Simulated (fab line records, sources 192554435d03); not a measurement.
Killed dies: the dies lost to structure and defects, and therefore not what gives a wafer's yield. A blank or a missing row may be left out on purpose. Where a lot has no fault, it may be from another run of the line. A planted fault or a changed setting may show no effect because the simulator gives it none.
The tool behind it: which one? ; flow n5-finfet ; 36 wafers sampled from 12 lots at 1 step of a route of 1938

WHAT EACH GAUGE READ, for each wafer
N5_MOL_CONTACT_COAG_CD_MEAS_84: target cd 25.1 nm.
lot;measured;on;cd-nm (nm)
L075;day 5 07:36;cd-sem-02;25.11 25.21 25.08
L077;day 5 18:43;cd-sem-03;25.18 24.61 24.81
L079;day 6 11:29;cd-sem-01;25.64 25.17 25.20
L081;day 6 21:35;cd-sem-01;24.93 25.02 25.04
L083;day 7 05:41;cd-sem-02;24.84 25.20 25.29
L085;day 7 21:28;cd-sem-02;25.36 24.96 25.61
L087;day 8 07:40;cd-sem-02;25.34 25.04 24.76
L089;day 8 21:52;cd-sem-01;24.95 24.80 25.11
L091;day 9 04:54;cd-sem-03;25.33 25.37 25.06
L093;day 9 17:52;cd-sem-03;25.39 25.24 25.31
L095;day 10 06:01;cd-sem-01;25.05 25.07 25.19
L097;day 10 22:52;cd-sem-03;25.34 25.04 25.22

WHICH TOOL RAN EACH LOT (tool, then ch and the chambers of the sampled wafers, then the start)
There is no process step in the record ahead of these readings.

THE ANSWER, worked out from the rows above alone
Rule: the lots themselves supply what counts as usual. Put in order of their means at a reading, lots are off if they are a third of the lots or fewer, leave a main group of 4 or more, and stand apart from it by a gap of 3 or more times the standard deviation of the main group's means; of several such gaps the widest counts. If all means in a main group match to the digits the tables above print for the reading, that group is not used. A lot without any number at a reading at which 4 lots or more have one is off too. Any other lot the step has rows for is counted as sound.
Nothing can be told from this: no lot is off at any reading shown.

WHAT WAS PUT IN BY THE SIMULATOR
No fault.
